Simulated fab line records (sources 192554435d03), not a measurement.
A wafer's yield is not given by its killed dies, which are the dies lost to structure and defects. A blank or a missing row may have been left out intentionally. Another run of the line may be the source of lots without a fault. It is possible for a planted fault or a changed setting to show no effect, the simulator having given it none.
fab line records	flow n5Finfet
record lots=5	wafers=15	lastDay=15
route steps=1938 shown BEOL_M3@988
lots with no fault: from the same line, run without faults
startH: start of the lot's first displayed wafer, in hours after the record's first day	waitH: hours from the lot's prior step to this one	" repeats the value in the row above	L1.1+2: one row covering several wafers at once	- no value present, or no start provided	* or withheld: withheld	< > ~ a bound
route shown NAME@n: a module of which the file shows steps, and the number in the route of the first	usual: mean/standard deviation taken from wafers without a fault	same: alike in all rows	chamber/n: place in a boat	sites: readings site by site	_std_site: standard deviation across them	_edge_site: inner sites' mean taken away from outer sites' mean	radiusMm: for every site, how far away it sits from the centre of the wafer	mask NAME#n: copy n	behind: the tool/chamber that last shaped the wafer	hold: cause of the lot's hold/its duration in hours/its outcome	device: transistor that didn't switch, given as n, p or np	end of line: tests of these same wafers at the route's end	for a step that has no rows: nothing shown but its recipe	killed: at the first sort, the dies lost to defects and structure; wafer yield is something else	map: per-die view of a wafer (x killed, . not killed, _ where there is no die)
set.NAME: the setting the step ran with; set.NAME@STEP: the setting that earlier step ran with	model.NAME: the simulator's own value behind a step, which no gauge read
a table for each step, a row for each wafer; lots at some steps of the route
services: the hour from which a tool's chamber was out of use, counted from the record's first day as startH (under 0 if before that day), plus the number of hours and why
## steps
# step N5_BEOL_M3_CD_MEAS_35
# recipe targetCdNm=18	targetCdYNm=21	polarity=opening
# usual cdNm=17.9/0.33
lot.wafer	tool	chamber	startH	waitH	cdNm
L083.1	cdSem-03	-	199.24	0.0	18.0
L083.2	"	-	"	"	18.2
L083.4	"	-	"	"	17.7
L087.1	cdSem-01	-	225.68	0.0	17.7
L087.3	"	-	"	"	17.5
L087.6	"	-	"	"	17.6
L088.3	cdSem-02	-	228.45	0.0	17.9
L088.5	"	-	"	"	18.0
L088.6	"	-	"	"	17.7
L089.2	cdSem-01	-	238.30	0.0	17.6
L089.3	"	-	"	"	18.0
L089.4	"	-	"	"	17.9
L090.1	cdSem-03	-	243.86	0.0	17.8
L090.2	"	-	"	"	18.5
L090.4	"	-	"	"	17.2
# step N5_BEOL_M3_DEGAS_44
# recipe ambient=vacuum	tempC=250	timeS=60
# usual heaterPowerW=329/35	susceptorTempC=249.99/0.17
lot.wafer	tool	chamber	startH	waitH	heaterPowerW	susceptorTempC
L083.1	pvdSputter-02	-	199.45	0.2	344	250.07
L083.2	"	-	"	"	339	250.30
L083.4	"	-	"	"	356	250.14
L087.1	pvdSputter-03	-	225.81	0.1	401	250.01
L087.3	"	-	"	"	273	250.30
L087.6	"	-	"	"	264	249.87
L088.3	pvdSputter-03	-	228.64	0.2	273	250.00
L088.5	"	-	"	"	272	250.16
L088.6	"	-	"	"	305	249.71
L089.2	pvdSputter-03	-	238.57	0.3	305	250.41
L089.3	"	-	"	"	275	250.22
L089.4	"	-	"	"	366	249.73
L090.1	pvdSputter-03	-	244.19	0.3	387	250.27
L090.2	"	-	"	"	304	249.85
L090.4	"	-	"	"	268	250.08
# step N5_BEOL_M3_PRE_CLEAN_45
# recipe gas=H2/He	timeS=30	tempC=250
# usual heaterPowerW=329/35	susceptorTempC=250.01/0.18
lot.wafer	tool	chamber	startH	waitH	heaterPowerW	susceptorTempC
L083.1	pvdSputter-02	-	199.49	0.0	347	250.05
L083.2	"	-	"	"	335	249.80
L083.4	"	-	"	"	373	249.99
L087.1	pvdSputter-03	-	225.85	0.0	396	250.20
L087.3	"	-	"	"	275	250.21
L087.6	"	-	"	"	272	249.92
L088.3	pvdSputter-03	-	228.68	0.0	269	250.17
L088.5	"	-	"	"	263	249.73
L088.6	"	-	"	"	298	250.06
L089.2	pvdSputter-03	-	238.61	0.0	298	249.84
L089.3	"	-	"	"	273	249.96
L089.4	"	-	"	"	367	249.67
L090.1	pvdSputter-03	-	244.23	0.0	390	249.85
L090.2	"	-	"	"	307	249.84
L090.4	"	-	"	"	260	250.14
# step N5_BEOL_M3_ALD_84
# recipe material=TaN	targetThkA=*	tempC=275	aldPrecursorFamily=PDMAT	aldCoReactant=NH3	pressureTorr=3	carrierFlowSccm=1500	pulseTimeS=2	purgeTimeS=3	coReactantPurgeTimeS=2	coReactantPulseTimeS=3	aldCycles=30	precursorVesselTempC=75	precursorVesselPressureTorr=26.25	precursorVesselCarrierSccm=1000
# usual heaterPowerW=415/48	susceptorTempC=275.02/0.19
# same coReactantPulseTimeS=3
lot.wafer	tool	chamber	startH	waitH	heaterPowerW	susceptorTempC
L083.1	aldMetal-03	2	199.57	0.1	433	275.29
L083.2	"	3	"	"	419	275.02
L083.4	"	1	"	"	380	275.28
L087.1	aldMetal-03	0	225.91	0.0	379	274.92
L087.3	"	2	"	"	428	275.23
L087.6	"	3	"	"	421	275.15
L088.3	aldMetal-02	2	228.74	0.0	359	275.41
L088.5	"	1	"	"	404	275.06
L088.6	"	2	"	"	365	275.33
L089.2	aldMetal-02	1	238.78	0.1	414	275.14
L089.3	"	0	"	"	433	275.18
L089.4	"	3	"	"	391	275.01
L090.1	aldMetal-01	2	244.29	0.0	438	275.16
L090.2	"	3	"	"	351	274.77
L090.4	"	1	"	"	527	274.62
# step N5_BEOL_M3_SURFACE_TREAT_85
# recipe gas=Ar	timeS=*	ionEnergyEv=*	ionCurrentMaCm2=0.5	pressureMtorr=*	arFlowSccm=30
# usual throttleValvePct=*
lot.wafer	tool	chamber	startH	waitH	throttleValvePct
L083.1	pvdSputter-02	-	199.85	0.2	*
L083.2	"	-	"	"	*
L083.4	"	-	"	"	*
L087.1	pvdSputter-01	-	226.31	0.3	*
L087.3	"	-	"	"	*
L087.6	"	-	"	"	*
L088.3	pvdSputter-03	-	229.03	0.2	*
L088.5	"	-	"	"	*
L088.6	"	-	"	"	*
L089.2	pvdSputter-03	-	239.09	0.2	*
L089.3	"	-	"	"	*
L089.4	"	-	"	"	*
L090.1	pvdSputter-03	-	244.53	0.1	*
L090.2	"	-	"	"	*
L090.4	"	-	"	"	*
# step N5_BEOL_M3_CVD_47
# recipe material=Co	targetThkA=30	tempC=withheld	precursor=CCTBA/H2	pressureTorr=30	timeS=223.8
lot.wafer	tool	chamber	startH	waitH
L083.1+2+4	cvdCo-02	1,0,2	199.97	0.1
L087.1+3+6	cvdCo-02	1,0,2	226.39	0.1
L088.3+5+6	cvdCo-02	0,0,1	229.13	0.1
L089.2+3+4	cvdCo-01	2,0,0	239.53	0.4
L090.1+2+4	cvdCo-02	1,2,2	244.62	0.1
# step N5_BEOL_M3_SPUTTER_48
# recipe material=Cu	targetThkA=45	tempC=-20	chamberPressurePa=0.07	powerW=withheld	timeS=8.29
# usual chamberPressurePa=0.07001/0.00014	susceptorTempC=-20.00/0.1	throttleValvePct=30.9/0.75
lot.wafer	tool	chamber	startH	waitH	chamberPressurePa	susceptorTempC	throttleValvePct
L083.1	pvdSputter-02	-	200.13	0.1	0.07	-19.95	32.2
L083.2	"	-	"	"	0.07003	-20.17	30.6
L083.4	"	-	"	"	0.06991	-19.83	31.2
L087.1	pvdSputter-01	-	226.83	0.4	0.07008	-19.98	31.4
L087.3	"	-	"	"	0.06969	-20.15	31.7
L087.6	"	-	"	"	0.06953	-20.03	31.7
L088.3	pvdSputter-03	-	229.29	0.1	0.07018	-19.81	30.2
L088.5	"	-	"	"	0.06997	-19.96	30.3
L088.6	"	-	"	"	0.06974	-20.03	30.6
L089.2	pvdSputter-02	-	241.12	1.5	0.06995	-19.85	31.3
L089.3	"	-	"	"	0.07005	-19.96	30.3
L089.4	"	-	"	"	0.0703	-19.80	30.9
L090.1	pvdSputter-02	-	244.82	0.1	0.06993	-20.01	31.1
L090.2	"	-	"	"	0.07011	-20.05	31.9
L090.4	"	-	"	"	0.0701	-20.24	31.2
# step N5_BEOL_M3_ANNEAL_49
# recipe tempC=400	timeS=240	ambient=vacuum
# usual heaterPowerW=830/86	susceptorTempC=400.01/0.21
lot.wafer	tool	chamber	startH	waitH	heaterPowerW	susceptorTempC
L083.1	pvdSputter-02	-	200.21	0.0	917	399.98
L083.2	"	-	"	"	807	400.15
L083.4	"	-	"	"	825	400.19
L087.1	pvdSputter-01	-	226.91	0.0	805	400.10
L087.3	"	-	"	"	833	400.16
L087.6	"	-	"	"	827	399.87
L088.3	pvdSputter-03	-	229.37	0.0	677	399.87
L088.5	"	-	"	"	666	399.55
L088.6	"	-	"	"	990	400.05
L089.2	pvdSputter-02	-	241.20	0.0	851	400.11
L089.3	"	-	"	"	819	400.12
L089.4	"	-	"	"	840	399.83
L090.1	pvdSputter-02	-	244.90	0.0	821	399.67
L090.2	"	-	"	"	919	399.93
L090.4	"	-	"	"	857	399.82
# step N5_BEOL_M3_SPUTTER_79
# recipe material=Cu	targetThkA=45	tempC=-20	chamberPressurePa=0.07	powerW=withheld	timeS=8.29
# usual chamberPressurePa=0.06999/0.00015	susceptorTempC=-19.99/0.099	throttleValvePct=30.9/0.75
lot.wafer	tool	chamber	startH	waitH	chamberPressurePa	susceptorTempC	throttleValvePct
L083.1	pvdSputter-02	-	200.35	0.1	0.07054	-19.92	32.3
L083.2	"	-	"	"	0.06986	-19.89	30.1
L083.4	"	-	"	"	0.06999	-19.83	31.1
L087.1	pvdSputter-01	-	227.05	0.1	0.07015	-20.15	30.9
L087.3	"	-	"	"	0.06992	-19.93	31.7
L087.6	"	-	"	"	0.06997	-19.93	31.9
L088.3	pvdSputter-03	-	229.51	0.1	0.06988	-19.94	30.3
L088.5	"	-	"	"	0.06992	-19.84	30.1
L088.6	"	-	"	"	0.07014	-20.12	30.6
L089.2	pvdSputter-02	-	241.34	0.1	0.06996	-20.09	31.2
L089.3	"	-	"	"	0.07014	-19.94	30.3
L089.4	"	-	"	"	0.07005	-20.16	31.2
L090.1	pvdSputter-02	-	245.04	0.1	0.06991	-20.02	30.9
L090.2	"	-	"	"	0.0701	-19.86	31.8
L090.4	"	-	"	"	0.06962	-20.10	31.1
# step N5_BEOL_M3_ANNEAL_80
# recipe tempC=400	timeS=240	ambient=vacuum
# usual heaterPowerW=832/85	susceptorTempC=399.98/0.2
lot.wafer	tool	chamber	startH	waitH	heaterPowerW	susceptorTempC
L083.1	pvdSputter-02	-	200.43	0.0	904	400.28
L083.2	"	-	"	"	809	399.96
L083.4	"	-	"	"	833	400.09
L087.1	pvdSputter-01	-	227.13	0.0	800	400.12
L087.3	"	-	"	"	828	399.97
L087.6	"	-	"	"	864	399.83
L088.3	pvdSputter-03	-	229.59	0.0	675	399.88
L088.5	"	-	"	"	683	399.99
L088.6	"	-	"	"	999	399.73
L089.2	pvdSputter-02	-	241.42	0.0	825	400.27
L089.3	"	-	"	"	789	399.97
L089.4	"	-	"	"	856	399.80
L090.1	pvdSputter-02	-	245.12	0.0	813	400.11
L090.2	"	-	"	"	889	400.08
L090.4	"	-	"	"	837	399.85
# step N5_BEOL_M3_SPUTTER_81
# recipe material=Cu	targetThkA=45	tempC=-20	chamberPressurePa=0.07	powerW=withheld	timeS=8.29
# usual chamberPressurePa=0.07/0.00017	susceptorTempC=-20.01/0.099	throttleValvePct=30.9/0.77
lot.wafer	tool	chamber	startH	waitH	chamberPressurePa	susceptorTempC	throttleValvePct
L083.1	pvdSputter-02	-	200.57	0.1	0.06966	-19.95	32.2
L083.2	"	-	"	"	0.07	-19.97	30.2
L083.4	"	-	"	"	0.07032	-20.05	31.1
L087.1	pvdSputter-01	-	227.27	0.1	0.07013	-19.92	31.2
L087.3	"	-	"	"	0.0701	-20.01	31.8
L087.6	"	-	"	"	0.07022	-20.10	31.7
L088.3	pvdSputter-03	-	229.73	0.1	0.06998	-20.01	30.2
L088.5	"	-	"	"	0.0697	-20.24	30.1
L088.6	"	-	"	"	0.07002	-20.14	30.4
L089.2	pvdSputter-02	-	241.56	0.1	0.06963	-20.03	31.2
L089.3	"	-	"	"	0.07	-20.07	30.4
L089.4	"	-	"	"	0.07014	-19.84	31.2
L090.1	pvdSputter-02	-	245.26	0.1	0.0699	-20.14	30.9
L090.2	"	-	"	"	0.06986	-20.01	32.1
L090.4	"	-	"	"	0.06993	-19.94	30.9
# step N5_BEOL_M3_ANNEAL_82
# recipe tempC=400	timeS=240	ambient=vacuum
# usual heaterPowerW=831/85	susceptorTempC=399.99/0.21
lot.wafer	tool	chamber	startH	waitH	heaterPowerW	susceptorTempC
L083.1	pvdSputter-02	-	200.65	0.0	908	400.26
L083.2	"	-	"	"	814	400.13
L083.4	"	-	"	"	864	399.76
L087.1	pvdSputter-01	-	227.35	0.0	799	400.15
L087.3	"	-	"	"	811	399.89
L087.6	"	-	"	"	817	400.16
L088.3	pvdSputter-03	-	229.81	0.0	670	400.00
L088.5	"	-	"	"	675	399.56
L088.6	"	-	"	"	984	400.07
L089.2	pvdSputter-02	-	241.64	0.0	848	399.63
L089.3	"	-	"	"	802	400.15
L089.4	"	-	"	"	848	399.91
L090.1	pvdSputter-02	-	245.34	0.0	831	400.21
L090.2	"	-	"	"	917	399.78
L090.4	"	-	"	"	852	399.90
# step N5_BEOL_M3_SPUTTER_86
# recipe material=Cu	targetThkA=45	tempC=-20	chamberPressurePa=0.07	powerW=withheld	timeS=8.29
# usual chamberPressurePa=0.06997/0.00013	susceptorTempC=-20.01/0.094	throttleValvePct=30.9/0.76
lot.wafer	tool	chamber	startH	waitH	chamberPressurePa	susceptorTempC	throttleValvePct
L083.1	pvdSputter-02	-	200.79	0.1	0.07005	-19.88	31.9
L083.2	"	-	"	"	0.07025	-20.07	30.0
L083.4	"	-	"	"	0.06969	-19.95	31.4
L087.1	pvdSputter-01	-	227.49	0.1	0.07021	-20.27	31.2
L087.3	"	-	"	"	0.07003	-19.95	31.9
L087.6	"	-	"	"	0.07006	-19.95	32.0
L088.3	pvdSputter-03	-	229.95	0.1	0.06998	-20.10	30.0
L088.5	"	-	"	"	0.06983	-20.05	30.2
L088.6	"	-	"	"	0.07002	-20.07	30.7
L089.2	pvdSputter-02	-	241.78	0.1	0.07005	-19.96	31.3
L089.3	"	-	"	"	0.07001	-19.95	30.0
L089.4	"	-	"	"	0.06974	-20.09	31.1
L090.1	pvdSputter-02	-	245.48	0.1	0.07002	-19.96	31.3
L090.2	"	-	"	"	0.06985	-19.90	32.1
L090.4	"	-	"	"	0.06988	-20.00	31.0
# step N5_BEOL_M3_ANNEAL_87
# recipe tempC=400	timeS=240	ambient=vacuum
# usual heaterPowerW=832/87	susceptorTempC=400.00/0.22
lot.wafer	tool	chamber	startH	waitH	heaterPowerW	susceptorTempC
L083.1	pvdSputter-02	-	200.87	0.0	876	400.07
L083.2	"	-	"	"	827	399.89
L083.4	"	-	"	"	864	400.09
L087.1	pvdSputter-01	-	227.57	0.0	820	400.06
L087.3	"	-	"	"	830	399.82
L087.6	"	-	"	"	809	399.74
L088.3	pvdSputter-03	-	230.03	0.0	679	399.94
L088.5	"	-	"	"	670	400.52
L088.6	"	-	"	"	1010	400.18
L089.2	pvdSputter-02	-	241.86	0.0	816	399.67
L089.3	"	-	"	"	826	400.15
L089.4	"	-	"	"	868	399.83
L090.1	pvdSputter-02	-	245.56	0.0	854	399.81
L090.2	"	-	"	"	902	400.17
L090.4	"	-	"	"	863	399.62
# step N5_BEOL_M3_SPUTTER_88
# recipe material=Cu	targetThkA=45	tempC=-20	chamberPressurePa=0.07	powerW=withheld	timeS=8.29
# usual chamberPressurePa=0.06999/0.00015	susceptorTempC=-20.00/0.1	throttleValvePct=30.9/0.76
lot.wafer	tool	chamber	startH	waitH	chamberPressurePa	susceptorTempC	throttleValvePct
L083.1	pvdSputter-02	-	201.01	0.1	0.06993	-20.08	31.8
L083.2	"	-	"	"	0.06997	-20.06	30.2
L083.4	"	-	"	"	0.06981	-19.91	31.2
L087.1	pvdSputter-01	-	227.71	0.1	0.06999	-20.20	31.4
L087.3	"	-	"	"	0.07007	-19.88	32.0
L087.6	"	-	"	"	0.06998	-19.84	31.8
L088.3	pvdSputter-03	-	230.17	0.1	0.06973	-19.91	30.2
L088.5	"	-	"	"	0.06984	-19.80	30.4
L088.6	"	-	"	"	0.06979	-19.95	30.6
L089.2	pvdSputter-02	-	242.00	0.1	0.0701	-19.82	31.5
L089.3	"	-	"	"	0.06994	-20.19	30.3
L089.4	"	-	"	"	0.06998	-19.97	31.3
L090.1	pvdSputter-02	-	245.70	0.1	0.06992	-19.94	31.0
L090.2	"	-	"	"	0.06981	-20.14	32.0
L090.4	"	-	"	"	0.07018	-20.30	31.0
# step N5_BEOL_M3_ANNEAL_89
# recipe tempC=400	timeS=240	ambient=vacuum
# usual heaterPowerW=832/85	susceptorTempC=400.01/0.21
lot.wafer	tool	chamber	startH	waitH	heaterPowerW	susceptorTempC
L083.1	pvdSputter-02	-	201.09	0.0	921	400.01
L083.2	"	-	"	"	838	400.18
L083.4	"	-	"	"	855	399.87
L087.1	pvdSputter-01	-	227.79	0.0	799	399.89
L087.3	"	-	"	"	826	399.70
L087.6	"	-	"	"	828	399.99
L088.3	pvdSputter-03	-	230.25	0.0	678	400.23
L088.5	"	-	"	"	675	399.92
L088.6	"	-	"	"	979	400.26
L089.2	pvdSputter-02	-	242.08	0.0	836	400.45
L089.3	"	-	"	"	823	400.02
L089.4	"	-	"	"	852	400.09
L090.1	pvdSputter-02	-	245.78	0.0	825	400.06
L090.2	"	-	"	"	884	400.24
L090.4	"	-	"	"	854	400.05
# step N5_BEOL_M3_SPUTTER_90
# recipe material=Cu	targetThkA=45	tempC=-20	chamberPressurePa=0.07	powerW=withheld	timeS=8.29
# usual chamberPressurePa=0.06999/0.00014	susceptorTempC=-19.98/0.097	throttleValvePct=30.9/0.79
lot.wafer	tool	chamber	startH	waitH	chamberPressurePa	susceptorTempC	throttleValvePct
L083.1	pvdSputter-02	-	201.23	0.1	0.06982	-19.98	32.1
L083.2	"	-	"	"	0.07011	-19.99	30.4
L083.4	"	-	"	"	0.0701	-20.08	31.4
L087.1	pvdSputter-01	-	227.93	0.1	0.06992	-20.00	31.3
L087.3	"	-	"	"	0.07003	-19.89	31.6
L087.6	"	-	"	"	0.06987	-19.92	32.1
L088.3	pvdSputter-03	-	230.39	0.1	0.07009	-20.13	30.1
L088.5	"	-	"	"	0.0701	-20.05	30.2
L088.6	"	-	"	"	0.06992	-20.10	30.7
L089.2	pvdSputter-02	-	242.22	0.1	0.07013	-19.94	31.3
L089.3	"	-	"	"	0.06986	-19.89	30.2
L089.4	"	-	"	"	0.07011	-20.02	31.4
L090.1	pvdSputter-02	-	245.92	0.1	0.07013	-19.96	31.3
L090.2	"	-	"	"	0.07003	-19.83	32.3
L090.4	"	-	"	"	0.06995	-19.91	31.3
# step N5_BEOL_M3_ANNEAL_91
# recipe tempC=400	timeS=240	ambient=vacuum
# usual heaterPowerW=833/86	susceptorTempC=400.03/0.24
lot.wafer	tool	chamber	startH	waitH	heaterPowerW	susceptorTempC
L083.1	pvdSputter-02	-	201.31	0.0	897	399.79
L083.2	"	-	"	"	810	400.15
L083.4	"	-	"	"	873	399.69
L087.1	pvdSputter-01	-	228.01	0.0	802	400.28
L087.3	"	-	"	"	840	400.26
L087.6	"	-	"	"	853	399.91
L088.3	pvdSputter-03	-	230.47	0.0	683	400.36
L088.5	"	-	"	"	675	399.94
L088.6	"	-	"	"	976	399.95
L089.2	pvdSputter-02	-	242.30	0.0	828	400.38
L089.3	"	-	"	"	807	399.73
L089.4	"	-	"	"	855	400.15
L090.1	pvdSputter-02	-	246.00	0.0	824	399.98
L090.2	"	-	"	"	909	399.86
L090.4	"	-	"	"	849	400.59
# step N5_BEOL_M3_SPUTTER_92
# recipe material=Cu	targetThkA=45	tempC=-20	chamberPressurePa=0.07	powerW=withheld	timeS=8.29
# usual chamberPressurePa=0.07001/0.00015	susceptorTempC=-20.00/0.099	throttleValvePct=30.9/0.77
lot.wafer	tool	chamber	startH	waitH	chamberPressurePa	susceptorTempC	throttleValvePct
L083.1	pvdSputter-02	-	201.45	0.1	0.06997	-20.05	32.3
L083.2	"	-	"	"	0.06998	-19.95	30.5
L083.4	"	-	"	"	0.07013	-20.10	31.4
L087.1	pvdSputter-01	-	228.15	0.1	0.07011	-20.06	31.1
L087.3	"	-	"	"	0.07001	-20.00	32.0
L087.6	"	-	"	"	0.07018	-20.03	32.0
L088.3	pvdSputter-03	-	230.61	0.1	0.06989	-20.01	30.3
L088.5	"	-	"	"	0.06995	-20.14	30.0
L088.6	"	-	"	"	0.06998	-19.99	30.5
L089.2	pvdSputter-02	-	242.44	0.1	0.06993	-19.93	31.4
L089.3	"	-	"	"	0.07007	-19.93	30.2
L089.4	"	-	"	"	0.07017	-20.03	31.3
L090.1	pvdSputter-02	-	246.14	0.1	0.07	-20.13	31.1
L090.2	"	-	"	"	0.06998	-19.92	32.4
L090.4	"	-	"	"	0.06996	-20.05	31.2
# step N5_BEOL_M3_ANNEAL_93
# recipe tempC=400	timeS=240	ambient=vacuum
# usual heaterPowerW=831/85	susceptorTempC=400.01/0.19
lot.wafer	tool	chamber	startH	waitH	heaterPowerW	susceptorTempC
L083.1	pvdSputter-02	-	201.53	0.0	891	399.90
L083.2	"	-	"	"	826	400.06
L083.4	"	-	"	"	881	400.00
L087.1	pvdSputter-01	-	228.23	0.0	824	400.19
L087.3	"	-	"	"	818	399.85
L087.6	"	-	"	"	811	399.91
L088.3	pvdSputter-03	-	230.69	0.0	673	400.05
L088.5	"	-	"	"	651	400.03
L088.6	"	-	"	"	988	399.84
L089.2	pvdSputter-02	-	242.52	0.0	832	399.88
L089.3	"	-	"	"	842	400.18
L089.4	"	-	"	"	883	399.90
L090.1	pvdSputter-02	-	246.22	0.0	852	399.98
L090.2	"	-	"	"	900	400.14
L090.4	"	-	"	"	848	400.14
# step N5_BEOL_M3_SPUTTER_94
# recipe material=Cu	targetThkA=45	tempC=-20	chamberPressurePa=0.07	powerW=withheld	timeS=8.29
# usual chamberPressurePa=0.07001/0.00013	susceptorTempC=-20.00/0.11	throttleValvePct=30.9/0.75
lot.wafer	tool	chamber	startH	waitH	chamberPressurePa	susceptorTempC	throttleValvePct
L083.1	pvdSputter-02	-	201.67	0.1	0.07012	-19.95	32.1
L083.2	"	-	"	"	0.07002	-20.26	30.2
L083.4	"	-	"	"	0.06997	-19.87	31.1
L087.1	pvdSputter-01	-	228.37	0.1	0.06985	-19.64	31.4
L087.3	"	-	"	"	0.06998	-19.95	31.9
L087.6	"	-	"	"	0.0699	-20.06	32.1
L088.3	pvdSputter-03	-	230.83	0.1	0.06984	-19.94	30.3
L088.5	"	-	"	"	0.06999	-19.88	30.0
L088.6	"	-	"	"	0.06976	-19.90	30.3
L089.2	pvdSputter-02	-	242.66	0.1	0.07009	-20.20	31.3
L089.3	"	-	"	"	0.06995	-20.05	30.4
L089.4	"	-	"	"	0.06998	-20.20	31.0
L090.1	pvdSputter-02	-	246.36	0.1	0.07021	-20.01	31.2
L090.2	"	-	"	"	0.07017	-20.26	32.1
L090.4	"	-	"	"	0.06991	-20.07	31.3
# step N5_BEOL_M3_ANNEAL_95
# recipe tempC=400	timeS=240	ambient=vacuum
# usual heaterPowerW=832/88	susceptorTempC=400.01/0.23
lot.wafer	tool	chamber	startH	waitH	heaterPowerW	susceptorTempC
L083.1	pvdSputter-02	-	201.75	0.0	900	399.83
L083.2	"	-	"	"	831	399.80
L083.4	"	-	"	"	888	400.01
L087.1	pvdSputter-01	-	228.45	0.0	800	399.72
L087.3	"	-	"	"	839	400.03
L087.6	"	-	"	"	821	399.92
L088.3	pvdSputter-03	-	230.91	0.0	661	399.78
L088.5	"	-	"	"	676	399.63
L088.6	"	-	"	"	1004	399.97
L089.2	pvdSputter-02	-	242.74	0.0	829	400.00
L089.3	"	-	"	"	801	399.75
L089.4	"	-	"	"	875	399.94
L090.1	pvdSputter-02	-	246.44	0.0	852	399.77
L090.2	"	-	"	"	902	400.23
L090.4	"	-	"	"	856	399.97
# step N5_BEOL_M3_SPUTTER_96
# recipe material=Cu	targetThkA=45	tempC=-20	chamberPressurePa=0.07	powerW=withheld	timeS=8.29
# usual chamberPressurePa=0.07/0.00014	susceptorTempC=-20.02/0.11	throttleValvePct=30.9/0.76
lot.wafer	tool	chamber	startH	waitH	chamberPressurePa	susceptorTempC	throttleValvePct
L083.1	pvdSputter-02	-	201.89	0.1	0.06982	-20.08	32.2
L083.2	"	-	"	"	0.07019	-20.00	30.5
L083.4	"	-	"	"	0.06992	-20.02	31.2
L087.1	pvdSputter-01	-	228.59	0.1	0.06985	-20.05	31.4
L087.3	"	-	"	"	0.07018	-20.14	32.1
L087.6	"	-	"	"	0.07029	-20.16	32.1
L088.3	pvdSputter-03	-	231.05	0.1	0.06995	-20.04	30.1
L088.5	"	-	"	"	0.07003	-19.96	30.1
L088.6	"	-	"	"	0.07005	-20.01	30.3
L089.2	pvdSputter-02	-	242.88	0.1	0.07002	-19.93	31.1
L089.3	"	-	"	"	0.06994	-19.76	30.4
L089.4	"	-	"	"	0.06977	-20.01	30.7
L090.1	pvdSputter-02	-	246.58	0.1	0.07004	-19.85	31.2
L090.2	"	-	"	"	0.06997	-19.99	32.1
L090.4	"	-	"	"	0.07011	-19.92	31.2
# step N5_BEOL_M3_ECD_50
# recipe material=Cu	targetThkA=3000
lot.wafer	tool	chamber	startH	waitH
L083.1+2+4	ecdCu-01	0,1,1	202.00	0.1
L087.1+3+6	ecdCu-02	1	228.71	0.1
L088.3+5+6	ecdCu-02	1,1,0	231.18	0.1
L089.2+3+4	ecdCu-02	0,1,0	243.00	0.1
L090.1+2+4	ecdCu-02	0,1,0	246.69	0.1
# step N5_BEOL_M3_ANNEAL_51
# recipe tempC=225	timeS=90	ambient=N2
# usual wafer_temp_C_max=225.79/0.25
lot.wafer	tool	chamber	startH	waitH	wafer_temp_C_max
L083.1	rtpAnneal-01	0	202.12	0.1	225.99
L083.2	"	0	"	"	225.90
L083.4	"	0	"	"	225.90
L087.1	rtpAnneal-02	0	228.79	0.1	225.92
L087.3	"	0	"	"	226.03
L087.6	"	0	"	"	225.49
L088.3	rtpAnneal-01	0	231.34	0.1	226.06
L088.5	"	0	"	"	226.10
L088.6	"	0	"	"	226.44
L089.2	rtpAnneal-02	0	243.12	0.1	225.74
L089.3	"	0	"	"	225.54
L089.4	"	0	"	"	225.46
L090.1	rtpAnneal-02	0	246.77	0.1	225.93
L090.2	"	0	"	"	225.64
L090.4	"	0	"	"	225.62
# step N5_BEOL_M3_CMP_52
# recipe stopOn=SiOC	tOverpolishS=6.8	downForcePsi=1	platenRpm=50	clearingPlatenDownForcePsi=1.5	clearingPlatenRpm=50	postCmpClean=cuAlkaline	targetThkNm=40	clearingPlatenPadVelocityMS=0.99484	padVelocityMS=0.99484
# usual barrierFieldEndpointS=24.3/0.46	clearingPlatenDownForcePsi=1.500/0.0031	headPressurePsi=1.0003/0.0022	motorCurrentA=6.2/0.59	overpolishRunS=6.800/0.0084	padLifeWafers=940/610	timeToEndpointS=60.7/2.3
lot.wafer	tool	chamber	startH	waitH	barrierFieldEndpointS	clearingPlatenDownForcePsi	headPressurePsi	motorCurrentA	overpolishRunS	padLifeWafers	timeToEndpointS
L083.1	cmp-03	3	202.43	0.3	24.9	1.498	1.0023	5.3	6.808	1878	60.1
L083.2	"	0	"	"	24.2	1.499	1.0006	6.8	6.802	1879	58.8
L083.4	"	2	"	"	24.2	1.504	0.9971	5.1	6.807	1881	59.5
L087.1	cmp-02	0	229.13	0.3	24.1	1.498	1.0003	6.6	6.800	859	58.5
L087.3	"	1	"	"	24.7	1.498	1.0052	6.5	6.809	860	58.8
L087.6	"	0	"	"	24.0	1.498	1.0028	6.7	6.796	-	60.2
L088.3	cmp-03	3	231.66	0.3	24.7	1.503	1.0000	5.4	6.794	2121	62.6
L088.5	"	0	"	"	25.1	1.501	1.0011	6.8	6.807	-	63.0
L088.6	"	1	"	"	24.5	1.504	1.0009	5.8	6.796	-	62.7
L089.4	cmp-03	1	243.38	0.1	24.5	1.500	1.0028	5.9	6.808	42	60.4
L089.3	"	3	"	"	24.6	1.499	1.0019	5.5	6.794	44	59.3
L089.2	"	0	"	"	24.7	1.494	0.9994	7.1	6.823	45	61.3
L090.4	cmp-02	1	247.11	0.2	24.1	1.504	0.9999	6.6	6.798	1015	60.0
L090.2	"	2	"	"	23.6	1.504	1.0000	7.0	6.792	1016	59.4
L090.1	"	3	"	"	23.2	1.497	1.0015	6.0	6.807	1017	57.6
# step N5_BEOL_M3_THK_MEAS_53
# recipe thkMeasGauge=xrf	reads=Cu_of_BEOL_M3_ECD_50
# usual M3_THK=38.3/1.3
lot.wafer	tool	chamber	startH	waitH	M3_THK[nm]
L083.1	filmMetro-01	-	202.72	-	38.7
L083.2	"	-	"	"	36.9
L083.4	"	-	"	"	40.2
L087.1	filmMetro-01	-	229.39	-	37.7
L087.3	"	-	"	"	38.0
L087.6	"	-	"	"	39.6
L088.3	filmMetro-02	-	231.84	-	38.3
L088.5	"	-	"	"	38.5
L088.6	"	-	"	"	38.9
L089.2	filmMetro-02	-	243.68	-	36.4
L089.3	"	-	"	"	37.7
L089.4	"	-	"	"	37.8
L090.1	filmMetro-01	-	247.36	-	36.4
L090.2	"	-	"	"	37.4
L090.4	"	-	"	"	38.7
## services
tool	chamber	startH	hours	kind
cmp-03	-	181.19	5.3	repair
cvdCo-01	-	183.26	5.3	repair
aldMetal-03	-	183.35	8.7	pm
cmp-02	-	183.50	0.6	repair
aldMetal-03	0	200.79	3.8	repair
ecdCu-01	-	206.72	0.6	repair
cmp-03	-	208.50	1.8	repair
aldMetal-03	-	209.31	2.8	pm
aldMetal-01	0	212.99	3.4	repair
aldMetal-03	1	214.47	7.8	repair
cvdCo-02	-	225.46	0.6	repair
aldMetal-02	1	229.45	7.2	repair
cmp-03	-	234.58	4.0	pm
cmp-03	-	238.58	-	consumableReplace:conditioner
cmp-03	-	238.58	-	consumableReplace:pad
## key
fault none
